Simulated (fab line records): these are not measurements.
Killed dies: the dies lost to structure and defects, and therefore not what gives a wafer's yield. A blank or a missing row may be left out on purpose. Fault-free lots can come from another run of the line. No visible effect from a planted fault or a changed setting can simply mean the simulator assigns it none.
Which of the tools did it? | flow n5 finfet | 36 wafers from 12 lots sampled at 6 of the route's 1938 steps

== WHAT EACH GAUGE READ, for each wafer ==
N5_HKMG_FIN_THK_MEAS_70: measures by xrf.
lot  | measured    | on            | HK_THK (nm)
L075 | day 4 07:27 | film metro-02 | 1.592 1.616 1.645
L077 | day 4 20:18 | film metro-01 | 1.617 1.623 1.649
L079 | day 5 07:25 | film metro-02 | 1.653 1.558 1.614
L081 | day 5 19:37 | film metro-02 | 1.649 1.658 1.609
L083 | day 6 08:38 | film metro-01 | 1.649 1.650 1.641
L085 | day 6 20:49 | film metro-01 | 1.622 1.633 1.641
L087 | day 7 08:49 | film metro-02 | 1.634 1.600 1.571
L089 | day 7 20:13 | film metro-02 | 1.606 1.619 1.642
L091 | day 8 10:25 | film metro-02 | 1.624 1.615 1.568
L093 | day 8 22:22 | film metro-02 | 1.598 1.604 1.619
L095 | day 9 14:19 | film metro-02 | 1.587 1.626 1.638
L097 | day 9 22:22 | film metro-01 | 1.613 1.636 1.625

== WHICH TOOL RAN EACH LOT (tool, then ch and the chambers of the sampled wafers, then the start) ==
lot  | N5_SDB_ALD_29                    | N5_DUMMY_REMOVAL_STRIP_10         | N5_HKMG_FIN_HK_ANNEAL_02        | N5_HKMG_FIN_ALD_75              | N5_HKMG_FIN_STRIP_93
L075 | ald sin-01 ch 1,2,3, day 4 00:22 | rie diel-05 ch 0,1,3, day 4 03:29 | rtp anneal-01 ch 0, day 4 04:12 | ald hk-03 ch 0,1,3, day 4 04:29 | rie diel-01 ch 1,2,3, day 4 05:46
L077 | ald sin-01 ch 0,1,2, day 4 13:13 | rie diel-06 ch 1,2, day 4 16:20   | rtp anneal-02 ch 0, day 4 17:05 | ald hk-01 ch 0,2,3, day 4 17:20 | rie diel-03 ch 0,1,2, day 4 18:37
L079 | ald sin-02 ch 1,2, day 5 00:07   | rie diel-04 ch 0,1, day 5 03:14   | rtp anneal-01 ch 0, day 5 03:59 | ald hk-03 ch 0,3, day 5 04:16   | rie diel-02 ch 0,1,3, day 5 05:44
L081 | ald sin-04 ch 0,2,3, day 5 14:00 | rie diel-05 ch 0,1,3, day 5 15:46 | rtp anneal-02 ch 0, day 5 16:34 | ald hk-03 ch 1,2, day 5 16:46   | rie diel-02 ch 0,1,3, day 5 17:58
L083 | ald sin-04 ch 1,2,3, day 6 01:32 | rie diel-04 ch 1,2, day 6 04:40   | rtp anneal-02 ch 0, day 6 05:25 | ald hk-03 ch 0,1,3, day 6 05:41 | rie diel-01 ch 0,1,2, day 6 06:58
L085 | ald sin-01 ch 2,3, day 6 13:49   | rie diel-04 ch 1,2,3, day 6 16:56 | rtp anneal-02 ch 0, day 6 17:41 | ald hk-02 ch 1,3, day 6 17:58   | rie diel-03 ch 0,2,3, day 6 19:08
L087 | ald sin-04 ch 0,1,2, day 7 01:34 | rie diel-05 ch 0,1,3, day 7 04:44 | rtp anneal-01 ch 0, day 7 05:35 | ald hk-02 ch 1,2, day 7 05:52   | rie diel-02 ch 0,1, day 7 07:09
L089 | ald sin-01 ch 0,2,3, day 7 13:13 | rie diel-06 ch 0,1, day 7 16:20   | rtp anneal-01 ch 0, day 7 17:05 | ald hk-01 ch 0,1, day 7 17:22   | rie diel-01 ch 1,3, day 7 18:32
L091 | ald sin-02 ch 0,1,2, day 8 03:08 | rie diel-05 ch 0,1, day 8 06:16   | rtp anneal-01 ch 0, day 8 06:58 | ald hk-01 ch 2,3, day 8 07:16   | rie diel-01 ch 0,2,3, day 8 08:32
L093 | ald sin-02 ch 1,2,3, day 8 15:23 | rie diel-04 ch 0,3, day 8 18:30   | rtp anneal-01 ch 0, day 8 19:14 | ald hk-02 ch 1,3, day 8 19:30   | rie diel-02 ch 0,2, day 8 20:40
L095 | ald sin-02 ch 0,1, day 9 07:14   | rie diel-06 ch 0,2,3, day 9 10:22 | rtp anneal-01 ch 0, day 9 11:10 | ald hk-02 ch 0,1, day 9 11:24   | rie diel-03 ch 1,3, day 9 12:38
L097 | ald sin-04 ch 0,1,2, day 9 15:17 | rie diel-06 ch 0,1,3, day 9 18:24 | rtp anneal-02 ch 0, day 9 19:12 | ald hk-01 ch 0,2,3, day 9 19:24 | rie diel-03 ch 1,2,3, day 9 20:35
- N5_SDB_ALD_29: deposits SiNx, target thk 30 nm, pulse time 1 s, ald cycles 600.
- N5_DUMMY_REMOVAL_STRIP_10: strips in N2/H2, time 40 s.
- N5_HKMG_FIN_HK_ANNEAL_02: time 30 s.
- N5_HKMG_FIN_ALD_75: deposits Al2O3, target thk 1 nm, co reactant pulse time 1 s.
- N5_HKMG_FIN_STRIP_93: strips SOC in N2/H2, time 20 s.

== THE ANSWER, worked out from the rows above alone ==
Rule: the usual values come from the lots themselves. Put in order of their means at a reading, lots are off if they are a third of the lots or fewer, leave a main group of 4 or more, and stand apart from it by a gap of 3 or more times the standard deviation of the main group's means; of several such gaps the widest counts. A main group whose means are all the same, to the digits that the tables above print for the reading, isn't used. A lot without any number at a reading at which 4 lots or more have one is off too. All remaining lots with rows at the step are treated as sound.
Across all readings shown, no lot is off: no conclusion can be drawn from this.

== WHAT HAD BEEN PUT IN BY THE SIMULATOR ==
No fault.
